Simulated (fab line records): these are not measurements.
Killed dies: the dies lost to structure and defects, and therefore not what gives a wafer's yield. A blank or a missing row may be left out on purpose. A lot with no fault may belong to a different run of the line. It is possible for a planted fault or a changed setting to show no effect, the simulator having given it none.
Which tool was responsible? | flow nand-harc | 6 lots with 18 wafers sampled at 3 steps, on a route of 1302 steps

== WHAT THE GAUGES READ, wafer by wafer ==
NHARC_A_BONDPAD_CD_MEAS_09: target cd 500 nm.
lot  | measured     | on        | cd-nm (nm)
L500 | day 23 13:13 | cd-sem-03 | 499.8 495.3 499.5
L502 | day 23 15:35 | cd-sem-02 | 499.3 501.6
L505 | day 25 15:15 | cd-sem-03 | 502.9 499.5 497.5
L513 | day 28 23:48 | cd-sem-02 | 498.5 497.1 498.7
L517 | day 30 20:20 | cd-sem-02 | 495.8 501.2 499.5
L518 | day 31 02:59 | cd-sem-02 | 501.3 501.4 499.7

== WHAT TOOL EACH LOT RAN ON (gives the tool, then ch and the chambers of the sampled wafers, and finally the start) ==
lot  | NHARC_P_M0_PVD_21            | NHARC_A_M1_CMP_23
L500 | pvd-sputter-03, day 6 14:17  | cmp-03 ch 0,2,3, day 23 10:50
L502 | pvd-sputter-02, day 7 06:47  | cmp-02 ch 0,3, day 23 13:17
L505 | pvd-sputter-03, day 8 17:26  | cmp-04 ch 1,3, day 25 12:52
L513 | pvd-sputter-03, day 12 03:08 | cmp-04 ch 0,2,3, day 28 21:25
L517 | pvd-sputter-03, day 13 13:53 | cmp-02 ch 0,1,3, day 30 18:05
L518 | pvd-sputter-02, day 14 07:02 | cmp-04 ch 1,2,3, day 31 00:34
- NHARC_P_M0_PVD_21: deposits Cu, target thk 30 nm, time 20.49 s.
- NHARC_A_M1_CMP_23: polishes, t overpolish 20 s, target thk 154.34 nm.

== THE ANSWER, worked out from the rows above alone ==
Rule: the lots themselves supply what counts as usual. The widest of any qualifying gaps counts: lots, ordered by their means at a reading, are off when they make up no more than a third of the lots, leave a main group of 4 or more, and stand apart from it by 3 or more times the standard deviation of that group's means. The tables above print the reading to a certain number of digits; a main group whose means all agree to those digits is not used. Also off: a lot with no number at a reading for which 4 or more lots have one. Any other lot the step has rows for is counted as sound.
Nothing can be told from this: no lot is off at any reading shown.

== WHAT WAS PUT IN BY THE SIMULATOR ==
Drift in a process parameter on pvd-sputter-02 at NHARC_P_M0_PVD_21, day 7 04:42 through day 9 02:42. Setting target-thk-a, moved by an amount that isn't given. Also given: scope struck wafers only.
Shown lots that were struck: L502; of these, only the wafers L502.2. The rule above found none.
